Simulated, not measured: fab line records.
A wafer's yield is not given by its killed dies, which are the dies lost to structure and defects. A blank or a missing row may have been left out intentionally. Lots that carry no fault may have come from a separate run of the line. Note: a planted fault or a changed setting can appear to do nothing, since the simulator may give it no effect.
Chamber matching | flow n5Finfet | 4 sister chambers for N5_BEOL_M0_SAQP_MANDREL1_REMOVE_100 on rieSi-06
The step chemistry HBr/Cl2/O2, target a-Si, stops on SiNx, bt time 10 s. 14 wafers are shown with their chamber, then 7 later ones without.

## EACH WAFER AND ITS CHAMBER
wafer  | chamber | drypumpMotorCurrentA (A) | oesProductAu (a.u.) | biasW (W)
L077.1 | 1       | 5.6                      | 1.007               | 30.05
L077.3 | 3       | 6.7                      | 0.993               | 29.81
L077.5 | 2       | 5.8                      | 0.982               | 30.00
L082.2 | 1       | 5.6                      | 1.010               | 30.00
L082.4 | 0       | 5.8                      | 0.998               | 29.94
L082.6 | 1       | 5.6                      | 1.009               | 29.85
L084.1 | 3       | 6.7                      | 1.000               | 30.13
L084.3 | 0       | 5.8                      | 1.008               | 29.90
L084.4 | 1       | 5.6                      | 1.000               | 29.89
L088.2 | 3       | 6.8                      | 0.996               | 30.00
L088.3 | 1       | 5.6                      | 1.021               | 30.01
L088.5 | 1       | 5.6                      | 1.018               | 30.01
L089.2 | 0       | 5.8                      | 1.011               | 29.76
L089.4 | 1       | 5.7                      | 1.026               | 30.01

SIGNATURES (averages over the wafers above)
reading              | chamber 0 | chamber 1 | chamber 2 | chamber 3 | scatter within a chamber
drypumpMotorCurrentA | 5.800     | 5.614     | 5.800     | 6.733     | 0.039
oesProductAu         | 1.00567   | 1.01300   | 0.98200   | 0.99633   | 0.00778
biasW                | 29.8667   | 29.9743   | 30.0000   | 29.9800   | 0.101
Rule: for a wafer and a chamber, the distance is found by dividing, reading by reading, the gap between the wafer's reading and the chamber's mean by the reading's scatter, squaring, summing and taking the root. The wafer belongs to the nearest chamber; if the next one is less than 2 further off, it can't be placed. How the scatter is found: for the shown wafers, subtract from each reading the mean of its chamber, square and add these, divide the total by (wafers less chambers), then take the root.

## WAFERS WITHOUT THEIR CHAMBER
wafer  | drypumpMotorCurrentA (A) | oesProductAu (a.u.) | biasW (W)
L089.6 | 5.7                      | 0.997               | 29.96
L094.4 | 5.8                      | 0.985               | 30.05
L094.5 | 5.6                      | 1.016               | 30.02
L094.6 | 5.8                      | 0.989               | 30.11
L097.1 | 5.8                      | 0.999               | 30.04
L097.4 | 5.6                      | 1.023               | 29.97
L097.5 | 5.8                      | 0.997               | 29.97

## WHICH CHAMBER EACH WENT THROUGH
wafer  | from the rows above          | in truth
L089.6 | can't be placed: 0 or 1 or 2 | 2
L094.4 | 2                            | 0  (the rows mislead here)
L094.5 | 1                            | 1
L094.6 | can't be placed: 2 or 0      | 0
L097.1 | can't be placed: 0 or 2      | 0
L097.4 | 1                            | 1
L097.5 | can't be placed: 0 or 2      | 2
2 of 7 placed correctly. Unplaceable from these rows: 4, with the true chamber sitting among the candidates in 4. Placed wrongly: 1.
